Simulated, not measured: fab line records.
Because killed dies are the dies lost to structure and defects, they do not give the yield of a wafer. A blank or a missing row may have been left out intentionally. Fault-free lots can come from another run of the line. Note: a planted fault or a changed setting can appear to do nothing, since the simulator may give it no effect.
fab line records    flow n5Finfet
[record] lots = 7  wafers = 21  lastDay = 17
route steps=1938 shown BEOL_M1@757 BEOL_M4@1111 PASSIVATION@1936
lots untouched by any fault: they come from a run of this same line in which no faults occurred
startH: start of the lot's first displayed wafer, in hours after the record's first day    waitH: hours since the lot's step before    " repeats the value in the row above    L1.1+2: one row covering several wafers at once    - no value, or no start given    * or withheld: withheld    < > ~ a bound
route shown NAME@n: a module of which the file shows steps, and the number in the route of the first    usual: mean/standard deviation of fault-free wafers    same: alike in all rows    chamber/n: place in a boat    sites: the reading at each site    _std_site: the values' standard deviation    _edge_site: the outer-site mean with the inner-site mean subtracted    radiusMm: how far each site lies from the wafer's centre    mask NAME#n: copy n    behind: tool/chamber where the wafer was last shaped    hold: why the lot was held/for how many hours/how that ended    device: names the non-switching transistor (n, p or np)    end of line: tests of these same wafers at the route's end    a step without rows: its recipe alone    killed: the dies lost at the first sort to structure and to defects; this is not the yield of the wafer    map: a wafer's dies, x killed, . not, _ none there
set.NAME: the setting the step ran with; set.NAME@STEP: the setting that earlier step ran with    model.NAME: the simulator's own value behind a step, which no gauge read
lots at some steps of the route; a table a step, a row a wafer
services: a tool's chamber out of use, with start hour (startH, from the record's first day; less than 0 if before it), hours out, and reason
[[steps]]
[step N5_BEOL_M1_COAT_73]
[recipe] resist = underlayer  tempC = 205  timeS = 60  spinRpm = 1500  resistThkNm = 5
[step N5_BEOL_M1_COAT_05]
[recipe] resist = CAR-EUV  spinRpm = 1500  resistThkNm = 30
[step N5_BEOL_M1_EBR_07]
[recipe] solvent = PGMEA  ebrWidthMm = 1.5
[step N5_BEOL_M1_SOFTBAKE_06]
[recipe] tempC = 110  timeS = 60  resist = CAR-EUV
[step N5_BEOL_M1_EXPOSE_08]
[recipe] maskId = M1  na = 0.33  sourceShape = dipole  sigmaInner = 0.369  sigmaOuter = 0.767  polarization = unpolarized  doseMj = 33
[step N5_BEOL_M1_PEB_09]
[recipe] pebTempC = 100  pebTimeS = 60  resist = CAR-EUV
[step N5_BEOL_M1_DEVELOP_10]
[recipe] developTimeS = 30  developer = TMAH  resist = CAR-EUV  rinseLiquid = surfactantRinse  dry = airSpin  devTempC = 23
[step N5_BEOL_M1_CD_MEAS_11]
[recipe] targetCdNm = 17.05  landingEnergyEv = 500  detector = seInlens  polarity = opening
[usual] cdNm = 17.02/0.26
lot.wafer  tool      chamber  startH  waitH  cdNm
L566.2     cdSem-02  0        139.37  -      17.04
L566.4     "         0        "       "      16.56
L566.5     "         0        "       "      17.03
L567.2     cdSem-03  0        149.93  -      16.92
L567.4     "         0        "       "      16.78
L567.5     "         0        "       "      16.66
L569.2     cdSem-02  0        161.35  -      16.81
L569.4     "         0        "       "      16.82
L569.6     "         0        "       "      17.30
L570.1     cdSem-01  0        165.95  -      17.32
L570.4     "         0        "       "      17.07
L570.6     "         0        "       "      17.09
L571.4     cdSem-01  0        174.22  -      17.14
L571.5     "         0        "       "      17.47
L571.6     "         0        "       "      17.20
L583.2     cdSem-02  0        252.03  -      17.30
L583.3     "         0        "       "      16.84
L583.5     "         0        "       "      17.05
L586.1     cdSem-01  0        266.91  -      17.03
L586.3     "         0        "       "      17.10
L586.4     "         0        "       "      17.44
[step N5_BEOL_M1_OVL_MEAS_12]
[recipe] pointsPerWafer = 522
[usual] M1_OVL = 0.0/0.73
lot.wafer  tool        chamber  startH  waitH  M1_OVL[nm]
L566.2     overlay-02  0        139.41  0.0    -1.1
L566.4     "           0        "       "      -1.4
L566.5     "           0        "       "      -0.1
L567.2     overlay-02  0        149.97  0.0    0.3
L567.4     "           0        "       "      0.9
L567.5     "           0        "       "      0.2
L569.2     overlay-02  0        161.38  0.0    -1.1
L569.4     "           0        "       "      -1.1
L569.6     "           0        "       "      -0.9
L570.1     overlay-01  0        165.98  0.0    0.6
L570.4     "           0        "       "      0.7
L570.6     "           0        "       "      0.8
L571.4     overlay-02  0        174.26  0.0    0.3
L571.5     "           0        "       "      -0.1
L571.6     "           0        "       "      -0.3
L583.2     overlay-01  0        252.07  0.0    0.9
L583.3     "           0        "       "      0.7
L583.5     "           0        "       "      1.4
L586.1     overlay-02  0        266.94  0.0    0.3
L586.3     "           0        "       "      -0.5
L586.4     "           0        "       "      -0.1
[step N5_BEOL_M1_INSPECT_13]
[recipe] mode = adi  inspectInstrument = brightfield
[usual] rawDefectCount = 412/110
lot.wafer  tool              chamber  startH  waitH  rawDefectCount
L566.2     defectInspect-02  -        139.46  0.0    312
L566.4     "                 -        "       "      400
L566.5     "                 -        "       "      337
L567.2     defectInspect-02  -        150.02  0.0    251
L567.4     "                 -        "       "      320
L567.5     "                 -        "       "      347
L569.2     defectInspect-02  -        161.44  0.0    503
L569.4     "                 -        "       "      445
L569.6     "                 -        "       "      389
L570.1     defectInspect-02  -        166.04  0.1    546
L570.4     "                 -        "       "      253
L570.6     "                 -        "       "      413
L571.4     defectInspect-02  -        174.30  0.0    462
L571.5     "                 -        "       "      457
L571.6     "                 -        "       "      395
L583.2     defectInspect-02  -        252.12  0.0    299
L583.3     "                 -        "       "      300
L583.5     "                 -        "       "      307
L586.1     defectInspect-02  -        267.00  0.1    499
L586.3     "                 -        "       "      396
L586.4     "                 -        "       "      528
[step N5_BEOL_M1_DESCUM_16]
[recipe] chemistry = O2  timeS = 7  sourcePowerW = 50  biasPowerW = 20  pressureMtorr = 20  rfFrequencyHz = 2.712e+07  tempC = 40  resist = CAR-EUV  o2FlowSccm = 225
[usual] drypumpMotorCurrentA = 5.8/0.43  oesProductAu = 0.77/0.084  rfFwdPowerW = 49.42/0.24  rfVppV = 243.5/1.3  showerheadPlenumPTorr = 2.13/0.064  throttleValvePct = 20.55/0.25
lot.wafer  tool        chamber  startH  waitH  drypumpMotorCurrentA  oesProductAu  rfFwdPowerW  rfHoursCounterH  rfVppV  showerheadPlenumPTorr  throttleValvePct
L566.2     rieDiel-01  2        139.49  0.0    5.4                   0.87          49.04        51               244.4   2.12                   20.61
L566.4     "           3        "       "      6.3                   0.68          49.52        230              242.8   2.04                   20.35
L566.5     "           2        "       "      5.4                   0.87          48.95        -                243.8   2.12                   20.63
L567.2     rieDiel-03  3        150.05  0.0    6.6                   0.90          49.53        25               245.5   2.23                   20.24
L567.4     "           3        "       "      6.6                   0.90          49.58        -                244.3   2.23                   20.22
L567.5     "           2        "       "      6.4                   0.73          49.48        -                243.3   2.10                   20.44
L569.2     rieDiel-03  1        161.50  0.1    5.7                   0.75          49.09        166              242.2   2.09                   20.83
L569.4     "           3        "       "      6.6                   0.89          49.39        28               245.6   2.23                   20.24
L569.6     "           2        "       "      6.4                   0.74          48.87        -                243.0   2.10                   20.45
L570.1     rieDiel-03  0        166.18  0.1    6.1                   0.75          49.40        158              244.7   2.19                   20.30
L570.4     "           3        "       "      6.6                   0.90          49.63        30               245.2   2.23                   20.24
L570.6     "           1        "       "      5.7                   0.73          49.23        -                242.9   2.09                   20.84
L571.4     rieDiel-03  1        174.59  0.3    5.7                   0.74          49.34        170              241.5   2.09                   20.84
L571.5     "           0        "       "      6.1                   0.76          49.43        -                244.8   2.19                   20.29
L571.6     "           3        "       "      6.6                   0.89          49.29        -                243.9   2.23                   20.23
L583.2     rieDiel-01  0        252.26  0.1    5.1                   0.71          49.32        203              244.7   2.19                   20.58
L583.3     "           1        "       "      5.6                   0.91          49.47        16               243.8   2.08                   20.17
L583.5     "           2        "       "      5.4                   0.81          49.30        -                241.9   2.11                   20.68
L586.1     rieDiel-01  1        267.08  0.1    5.6                   0.91          49.72        22               243.6   2.08                   20.18
L586.3     "           0        "       "      5.1                   0.71          49.19        208              244.3   2.19                   20.58
L586.4     "           0        "       "      5.1                   0.71          49.21        -                244.2   2.19                   20.58
[step N5_BEOL_M1_ETCH_74]
[recipe] chemistry = N2/H2  target = underlayer  targetDepthA = 65  maskMaterial = CAR-EUV  timeS = 5.2  ionEnergyEv = 200  pressureMtorr = 30  sourceW = 840  biasW = 150  n2FlowSccm = 200  h2FlowSccm = 200  ends = cleared
[usual] drypumpMotorCurrentA = 5.8/0.43  etchRfOnTimeS = 5.22/0.2  oesProductAu = 0.66/0.075  rfFwdPowerW = 819.5/2.5  rfVppV = 524.8/2.4  showerheadPlenumPTorr = 2.57/0.079  throttleValvePct = 17.9/0.3
lot.wafer  tool        chamber  startH  waitH  drypumpMotorCurrentA  etchRfOnTimeS  oesProductAu  rfFwdPowerW  rfHoursCounterH  rfVppV  showerheadPlenumPTorr  throttleValvePct
L566.2     rieDiel-01  2        139.53  0.0    5.4                   5.03           0.76          817.9        51               523.9   2.60                   18.3
L566.4     "           3        "       "      6.4                   5.37           0.59          816.7        230              524.2   2.50                   17.8
L566.5     "           2        "       "      5.4                   4.96           0.75          818.2        -                523.3   2.60                   18.3
L567.2     rieDiel-03  3        150.09  0.0    6.6                   5.54           0.76          818.2        25               528.6   2.70                   17.6
L567.4     "           3        "       "      6.6                   5.52           0.76          819.1        -                530.0   2.70                   17.6
L567.5     "           2        "       "      6.4                   5.19           0.63          825.1        -                524.0   2.52                   17.7
L569.2     rieDiel-03  1        161.53  0.0    5.7                   5.32           0.62          817.6        166              524.5   2.52                   18.1
L569.4     "           3        "       "      6.6                   5.53           0.76          814.2        28               528.3   2.70                   17.6
L569.6     "           2        "       "      6.4                   5.14           0.63          819.0        -                522.1   2.52                   17.7
L570.1     rieDiel-03  0        166.22  0.0    6.1                   5.51           0.62          822.5        158              526.8   2.63                   17.5
L570.4     "           3        "       "      6.6                   5.58           0.75          821.9        30               530.7   2.69                   17.6
L570.6     "           1        "       "      5.7                   5.40           0.61          821.5        -                525.1   2.52                   18.1
L571.4     rieDiel-03  1        174.62  0.0    5.7                   5.34           0.62          814.6        170              524.0   2.52                   18.1
L571.5     "           0        "       "      6.1                   5.47           0.63          817.4        -                526.9   2.63                   17.6
L571.6     "           3        "       "      6.6                   5.50           0.74          822.3        -                528.5   2.69                   17.6
L583.2     rieDiel-01  0        252.30  0.0    5.1                   5.00           0.62          820.1        203              524.3   2.63                   17.9
L583.3     "           1        "       "      5.7                   5.12           0.80          819.6        16               523.5   2.49                   17.6
L583.5     "           2        "       "      5.4                   4.98           0.72          816.1        -                524.7   2.58                   18.4
L586.1     rieDiel-01  1        267.11  0.0    5.7                   5.17           0.77          815.9        22               523.2   2.49                   17.6
L586.3     "           0        "       "      5.1                   5.05           0.61          820.9        208              522.7   2.63                   17.9
L586.4     "           0        "       "      5.1                   5.08           0.61          821.8        -                526.2   2.63                   17.9
[step N5_BEOL_M1_ETCH_63]
[recipe] chemistry = CF4  target = SiARC  targetDepthA = 156  maskMaterial = CAR-EUV  timeS = 26  ionEnergyEv = 80  pressureMtorr = 40  sourceW = 545  biasW = 36  Ar_flow_sccm = 100  cf4FlowSccm = 100  ends = cleared
[usual] drypumpMotorCurrentA = 5.8/0.43  etchRfOnTimeS = 26.0/0.88  oesProductAu = 0.66/0.075  rfFwdPowerW = 532.6/2.1  rfVppV = 184.4/1.1  showerheadPlenumPTorr = 2.16/0.061  throttleValvePct = 15.64/0.27
lot.wafer  tool        chamber  startH  waitH  drypumpMotorCurrentA  etchRfOnTimeS  oesProductAu  rfFwdPowerW  rfHoursCounterH  rfVppV  showerheadPlenumPTorr  throttleValvePct
L566.2     rieDiel-01  2        139.54  0.0    5.4                   25.0           0.76          532.4        51               185.1   2.16                   15.69
L566.4     "           3        "       "      6.3                   27.1           0.58          531.1        230              182.8   2.11                   15.72
L566.5     "           2        "       "      5.4                   25.3           0.76          533.0        -                184.4   2.16                   15.64
L567.2     rieDiel-03  3        150.10  0.0    6.5                   27.6           0.75          534.6        25               185.4   2.26                   15.33
L567.4     "           3        "       "      6.6                   27.6           0.76          534.6        -                186.4   2.26                   15.33
L567.5     "           2        "       "      6.4                   26.0           0.64          531.7        -                184.4   2.15                   15.65
L569.2     rieDiel-03  1        161.55  0.0    5.7                   26.8           0.62          531.8        166              183.6   2.13                   15.86
L569.4     "           3        "       "      6.6                   19.6           0.92          531.2        28               186.3   2.26                   15.34
L569.6     "           2        "       "      6.4                   26.1           0.62          532.6        -                184.2   2.15                   15.65
L570.1     rieDiel-03  0        166.23  0.0    6.1                   19.0           0.78          530.0        158              184.9   2.22                   15.50
L570.4     "           3        "       "      6.6                   19.2           0.93          533.5        30               185.1   2.26                   15.35
L570.6     "           1        "       "      5.7                   26.5           0.62          531.2        -                183.5   2.13                   15.86
L571.4     rieDiel-03  1        174.64  0.0    5.7                   18.6           0.77          529.1        170              184.8   2.13                   15.88
L571.5     "           0        "       "      6.1                   27.0           0.64          533.9        -                185.2   2.22                   15.49
L571.6     "           3        "       "      6.6                   27.3           0.75          532.6        -                185.8   2.26                   15.34
L583.2     rieDiel-01  0        252.31  0.0    5.1                   25.5           0.61          526.9        203              183.9   2.22                   15.68
L583.3     "           1        "       "      5.6                   25.4           0.80          535.1        16               184.5   2.08                   15.05
L583.5     "           2        "       "      5.4                   25.6           0.71          531.4        -                183.1   2.15                   15.74
L586.1     rieDiel-01  1        267.13  0.0    5.6                   25.2           0.80          537.0        22               184.7   2.08                   15.06
L586.3     "           0        "       "      5.1                   25.1           0.62          531.2        208              184.8   2.22                   15.68
L586.4     "           0        "       "      5.1                   25.0           0.62          532.0        -                184.7   2.22                   15.69
[step N5_BEOL_M1_ETCH_64]
[recipe] chemistry = N2/H2  target = SOC  targetDepthA = 750  overetchA = 150  maskMaterial = SiARC  tempC = 40  timeS = 112.5  ionEnergyEv = 200  pressureMtorr = 30  sourceW = 840  biasW = 150  n2FlowSccm = 200  h2FlowSccm = 200
[usual] drypumpMotorCurrentA = 5.8/0.43  oesProductAu = 0.61/0.068  rfFwdPowerW = 836.8/2.8  rfVppV = 524.7/2.2  showerheadPlenumPTorr = 2.57/0.079  throttleValvePct = 17.9/0.3
lot.wafer  tool        chamber  startH  waitH  drypumpMotorCurrentA  oesProductAu  rfFwdPowerW  rfHoursCounterH  rfVppV  showerheadPlenumPTorr  throttleValvePct
L566.2     rieDiel-01  2        139.57  0.0    5.4                   0.69          836.4        51               524.2   2.60                   18.3
L566.4     "           3        "       "      6.4                   0.56          839.3        230              523.6   2.50                   17.8
L566.5     "           2        "       "      5.4                   0.69          833.3        -                525.5   2.60                   18.3
L567.2     rieDiel-03  3        150.13  0.0    6.6                   0.73          836.5        25               528.7   2.70                   17.6
L567.4     "           3        "       "      6.6                   0.73          840.6        -                529.5   2.70                   17.6
L567.5     "           2        "       "      6.4                   0.59          834.1        -                523.8   2.52                   17.6
L569.2     rieDiel-03  1        161.58  0.0    5.7                   0.59          835.6        166              523.1   2.52                   18.1
L569.4     "           3        "       "      6.6                   0.72          837.2        28               527.7   2.70                   17.6
L569.6     "           2        "       "      6.4                   0.58          832.7        -                524.1   2.52                   17.6
L570.1     rieDiel-03  0        166.26  0.0    6.1                   0.60          836.1        158              528.7   2.63                   17.5
L570.4     "           3        "       "      6.6                   0.72          833.7        30               527.8   2.69                   17.6
L570.6     "           1        "       "      5.7                   0.58          837.4        -                523.9   2.52                   18.1
L571.4     rieDiel-03  1        174.67  0.0    5.7                   0.58          835.6        170              522.8   2.52                   18.1
L571.5     "           0        "       "      6.1                   0.60          839.1        -                526.8   2.63                   17.5
L571.6     "           3        "       "      6.6                   0.71          834.8        -                529.0   2.69                   17.5
L583.2     rieDiel-01  0        252.34  0.0    5.1                   0.56          832.3        203              525.8   2.63                   17.8
L583.3     "           1        "       "      5.6                   0.73          838.6        17               522.9   2.49                   17.5
L583.5     "           2        "       "      5.4                   0.65          835.2        -                524.7   2.58                   18.3
L586.1     rieDiel-01  1        267.15  0.0    5.6                   0.72          838.2        22               521.4   2.49                   17.5
L586.3     "           0        "       "      5.1                   0.56          837.9        208              526.1   2.63                   17.8
L586.4     "           0        "       "      5.1                   0.56          840.1        -                526.9   2.63                   17.9
[step N5_BEOL_M4_RC_MEAS_101]
[usual] DIBL_N = 36.8/2.2  DIBL_P = 37.0/2.8  IOFF_N = 0.18/0.043  IOFF_P = 0.23/0.05  ION_N = 680/14  ION_P = 466/9.1  SS_N = 71.7/0.74  SS_P = 73.5/0.79  VT_N = 248/4  VT_P = -249/4.1
lot.wafer  tool       chamber  startH  waitH  DIBL_N[mV/V]  DIBL_P[mV/V]  IOFF_N[nA/um]  IOFF_P[nA/um]  ION_N[uA/um]  ION_P[uA/um]  SS_N[mV/dec]  SS_P[mV/dec]  VT_N[mV]  VT_P[mV]
L566.2     prober-01  0        197.31  0.2    36.7          38.5          0.20           0.21           691           466           71.5          73.7          244       -252
L566.4     "          0        "       "      36.3          37.7          0.18           0.20           678           459           71.3          73.6          247       -249
L566.5     "          0        "       "      33.0          34.5          0.13           0.16           678           454           70.8          72.5          251       -256
L567.2     prober-01  0        200.53  0.4    38.9          41.4          0.22           0.23           701           473           72.8          74.2          244       -252
L567.4     "          0        "       "      35.7          38.3          0.15           0.18           676           453           71.7          73.8          252       -258
L567.5     "          0        "       "      38.4          41.4          0.21           0.24           686           456           72.4          74.6          247       -253
L570.1     prober-02  0        203.33  0.0    37.4          36.4          0.17           0.24           682           468           72.3          73.7          250       -248
L570.4     "          0        "       "      37.2          36.4          0.16           0.23           680           468           71.4          73.6          247       -246
L570.6     "          0        "       "      34.5          33.6          0.12           0.18           671           466           71.1          72.3          253       -253
L569.2     prober-02  0        205.30  0.2    34.9          32.8          0.12           0.16           645           446           71.9          72.7          257       -255
L569.4     "          0        "       "      37.9          36.0          0.17           0.20           670           459           72.4          73.5          252       -255
L569.6     "          0        "       "      37.1          35.9          0.17           0.21           683           466           71.9          73.4          248       -250
L571.4     prober-02  0        224.91  0.5    36.1          39.6          0.17           0.24           676           466           71.0          73.6          247       -250
L571.5     "          0        "       "      32.4          34.2          0.11           0.16           667           463           70.9          72.0          252       -252
L571.6     "          0        "       "      37.6          40.8          0.19           0.26           672           464           72.2          74.1          247       -249
L583.2     prober-02  0        293.56  0.2    36.3          37.1          0.16           0.23           664           464           71.9          73.4          248       -248
L583.3     "          0        "       "      35.5          35.8          0.15           0.21           670           463           71.8          73.2          251       -247
L583.5     "          0        "       "      36.7          38.0          0.18           0.26           690           477           71.7          74.0          244       -246
L586.1     prober-02  0        298.90  0.0    37.5          38.4          0.21           0.27           689           477           72.1          73.1          244       -242
L586.3     "          0        "       "      35.7          37.0          0.18           0.24           687           477           71.6          73.1          244       -246
L586.4     "          0        "       "      34.9          34.6          0.16           0.20           671           465           71.3          73.1          247       -249
[step N5_PASSIVATION_PROBE_49]
[usual] defectLimitedYield = 91.4/1.5  killed_at_M0_to_M3 = 36/11  killed_at_M4_up = 14/6  killedAtContacts = 11/6  killedAtFrontEnd = 37/11  killedAtOther = 4/3.4  killedDies = 102/18  killedOpen = 66/13  killedShort = 34/7.8  sort_bin_4_leakage = 0.00/0.017  sort_bin_5_function = 5.0/0.97  sort_bin_6_memory = 3.2/0.7  sort_bin_8_speed = 0.0/0.38  sortNPass = 1078/19  sortYieldPct = 91.3/1.6
[same] grossDies = 1180  killedAtBackSide = 0
lot.wafer  tool       chamber  startH  waitH  defectLimitedYield[%]  killed_at_M0_to_M3  killed_at_M4_up  killedAtContacts  killedAtFrontEnd  killedAtOther  killedDies  killedOpen  killedShort  sort_bin_4_leakage[%]  sort_bin_5_function[%]  sort_bin_6_memory[%]  sort_bin_8_speed[%]  sortNPass  sortYieldPct[%]
L566.2     prober-02  -        306.45  0.1    93.6                   18                  6                20                26                6              76          46          28           0                      4.2                     1.6                   0                    1104       93.6
L566.4     prober-02  -        306.55  0.2    91.5                   37                  11               16                32                4              100         70          28           0                      5.0                     3.2                   0                    1080       91.5
L566.5     prober-02  -        306.60  0.2    90.0                   33                  19               17                42                7              118         73          44           0                      5.7                     3.5                   0                    1062       90.0
L567.2     prober-01  -        307.66  0.1    91.1                   24                  10               18                45                8              105         75          27           0                      5.1                     3.6                   0                    1075       91.1
L567.4     prober-01  -        307.76  0.2    89.7                   30                  14               14                55                9              122         89          30           0                      6.4                     3.5                   0                    1058       89.7
L567.5     prober-01  -        307.81  0.2    90.1                   26                  29               13                46                3              117         68          49           0                      6.1                     3.6                   0                    1063       90.1
L583.2     prober-02  -        397.08  0.1    92.5                   24                  9                5                 41                9              88          61          26           0                      4.9                     2.3                   0                    1092       92.5
L583.3     prober-02  -        397.13  0.1    90.8                   34                  18               4                 45                7              108         71          37           0                      5.5                     3.1                   0                    1072       90.8
L583.5     prober-02  -        397.23  0.2    90.4                   34                  28               12                35                4              113         68          42           0                      5.8                     3.3                   0.1                  1067       90.4
// killed by level:class
L566.2 MOL_CONTACT_COAG:geometricParticle:open=15 FIN_SAQP:geometricParticle:short=6 DUMMY_GATE:geometricParticle:open=6 BEOL_M0_SAQP:geometricParticle:short=6 MOL_CONTACT_COAG:geometricParticle:short=5 BEOL_M3:geometricParticle:open=4 BEOL_M0_SAQP:geometricParticle:open=3 BEOL_M1:geometricParticle:open=3
L566.4 MOL_CONTACT_COAG:geometricParticle:open=15 BEOL_M3:geometricParticle:open=14 BEOL_M0_SAQP:geometricParticle:open=7 BEOL_M1:geometricParticle:open=7 DUMMY_GATE:geometricParticle:open=5 GATE_CUT:geometricParticle:short=5 STARTING-WAFER:geometricParticle:open=5 STI_FIN_REVEAL:geometricParticle:open=4
L566.5 MOL_CONTACT_COAG:geometricParticle:open=14 STI_FIN_REVEAL:geometricParticle:open=9 BEOL_M4:geometricParticle:open=9 GATE_CUT:geometricParticle:short=8 BEOL_M0_SAQP:geometricParticle:open=8 BEOL_M0_SAQP:geometricParticle:short=8 BEOL_M3:geometricParticle:open=6 STI_FIN_REVEAL:geometricParticle:short=5
L567.2 MOL_CONTACT_COAG:geometricParticle:open=13 FIN_SAQP:geometricParticle:open=11 STI_FIN_REVEAL:geometricParticle:open=11 BEOL_M2:geometricParticle:open=7 MOL_CONTACT_COAG:geometricParticle:short=4 BEOL_M0_SAQP:geometricParticle:short=4 BEOL_M3:geometricParticle:open=4 BEOL_M4:geometricParticle:open=4
L567.4 FIN_SAQP:geometricParticle:open=25 MOL_CONTACT_COAG:geometricParticle:open=12 BEOL_M3:geometricParticle:open=10 FIN_SAQP:geometricParticle:short=7 BEOL_M0_SAQP:geometricParticle:short=6 BEOL_M4:geometricParticle:open=6 BEOL_M2:geometricParticle:open=5 DUMMY_GATE:geometricParticle:open=4
L567.5 FIN_SAQP:geometricParticle:open=13 MOL_CONTACT_COAG:geometricParticle:open=11 BEOL_M4:geometricParticle:short=11 FIN_SAQP:geometricParticle:short=7 BEOL_M0_SAQP:geometricParticle:open=7 BEOL_M4:geometricParticle:open=6 DUMMY_GATE:geometricParticle:open=5 DUMMY_GATE:geometricParticle:short=4
L583.2 STI_FIN_REVEAL:geometricParticle:open=15 FIN_SAQP:geometricParticle:open=8 BEOL_M2:geometricParticle:open=7 BEOL_M0_SAQP:geometricParticle:short=5 FIN_SAQP:geometricParticle:short=4 DUMMY_GATE:geometricParticle:open=4 MOL_CONTACT_COAG:geometricParticle:open=4 BEOL_M0_SAQP:geometricParticle:open=4
L583.3 STI_FIN_REVEAL:geometricParticle:open=18 BEOL_M1:geometricParticle:open=12 BEOL_M4:geometricParticle:open=9 FIN_SAQP:geometricParticle:short=7 FIN_SAQP:geometricParticle:open=5 BEOL_M0_SAQP:geometricParticle:short=5 BEOL_M3:geometricParticle:open=5 BEOL_M0_SAQP:geometricParticle:open=4
L583.5 FIN_SAQP:geometricParticle:short=13 BEOL_M4:geometricParticle:open=13 FIN_SAQP:geometricParticle:open=10 MOL_CONTACT_COAG:geometricParticle:open=10 BEOL_M1:geometricParticle:open=8 BEOL_M0_SAQP:geometricParticle:open=6 BEOL_M0_SAQP:geometricParticle:short=5 BEOL_M1:geometricParticle:short=4
[[services]]
tool        chamber  startH  hours  kind
rieDiel-01  0        140.58  7.1    repair
rieDiel-01  -        143.86  3.3    repair
rieDiel-03  1        147.36  3.3    repair
rieDiel-03  -        160.73  0.5    repair
rieDiel-01  1        187.49  -      clean
rieDiel-01  1        187.49  -      consumableReplace:focusRing
rieDiel-01  1        187.49  23.4   scheduledDown
rieDiel-01  1        187.49  23.4   ventCycle
rieDiel-03  -        198.08  1.1    repair
rieDiel-03  -        199.54  2.6    repair
rieDiel-01  3        213.02  48.6   repair
rieDiel-03  0        216.61  2.9    repair
rieDiel-01  3        261.78  -      clean
rieDiel-01  3        261.78  -      consumableReplace:focusRing
rieDiel-01  3        261.78  18.0   scheduledDown
rieDiel-01  3        261.78  18.0   ventCycle
[[key]]
[firstSign] step = N5_BEOL_M1_ETCH_63  reading = etchRfOnTimeS  direction = down  sigmas = 7.8  usual = *  struck = *
[effect] step = N5_BEOL_M1_ETCH_63  reading = oesProductAu  direction = up  sigmas = 2.6  usual = 0.66  struck = 0.85  wafersMoved = 2
metAt N5_BEOL_M1_ETCH_63
struckWafers L569.4,L570.1,L570.4,L571.4
onsetBetween 150.10 161.55
[fault] kind = processParameterDrift  tool = rieDiel-03  chamber = -  onsetH = 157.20  steps = N5_BEOL_M1_ETCH_63  channel = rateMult  offset = 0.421  shape = step  endH = 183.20  scope = struckWafersOnly
